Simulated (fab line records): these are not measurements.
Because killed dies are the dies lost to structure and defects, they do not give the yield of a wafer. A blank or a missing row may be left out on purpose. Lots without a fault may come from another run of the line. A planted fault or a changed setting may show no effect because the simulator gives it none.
Matching of chambers	flow n5_finfet	4 sister chambers for N5_FIN_SAQP_ALD_61 on ald_sin-01
The step deposits SiO2, target thk 4 nm, pulse time 1 s, purge time 2 s. 8 wafers are shown with their chamber, then 7 later ones without.

WAFERS PAIRED WITH THEIR CHAMBERS
wafer	chamber	heater_power_w (W)	precursor_pulse_height_rel
L569.6	0	473	1.015
L570.2	2	419	0.992
L570.3	3	506	0.989
L575.3	1	500	1.014
L575.4	3	488	1.019
L575.5	2	458	0.956
L580.1	1	506	0.994
L580.2	0	439	0.999

WAFERS WITH NO CHAMBER GIVEN
wafer	heater_power_w (W)	precursor_pulse_height_rel
L580.5	505	1.030
L584.2	489	1.022
L584.5	443	0.997
L584.6	484	1.000
L585.1	486	1.017
L585.4	496	0.995
L585.6	501	0.999

CHAMBER TAKEN BY EACH
wafer	from the rows above	in truth
L580.5	can't be placed: 1 or 3 or 0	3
L584.2	can't be placed: 3 or 1 or 0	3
L584.5	can't be placed: 0 or 2 or 3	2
L584.6	can't be placed: 3 or 1 or 0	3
L585.1	can't be placed: 3 or 1 or 0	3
L585.4	can't be placed: 3 or 1 or 0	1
L585.6	can't be placed: 1 or 3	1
Correct placement for 0 of the 7. From these rows, 7 cannot be placed; in 7 the true chamber is one of the candidates. Wrongly placed: 0.
How it was worked out, from the rows above alone: a wafer's distance from a chamber is the root of the sum, over the readings, of the square of ((its reading less the chamber's mean) divided by the reading's scatter). If the next closest chamber is less than 2 further off than the closest, the wafer can't be placed; otherwise it belongs to the closest. For every chamber, the mean is computed from those of its wafers that are shown. The scatter: take each reading less its chamber's mean, square it, sum over the shown wafers, divide by the number of wafers less the number of chambers, and take the root.
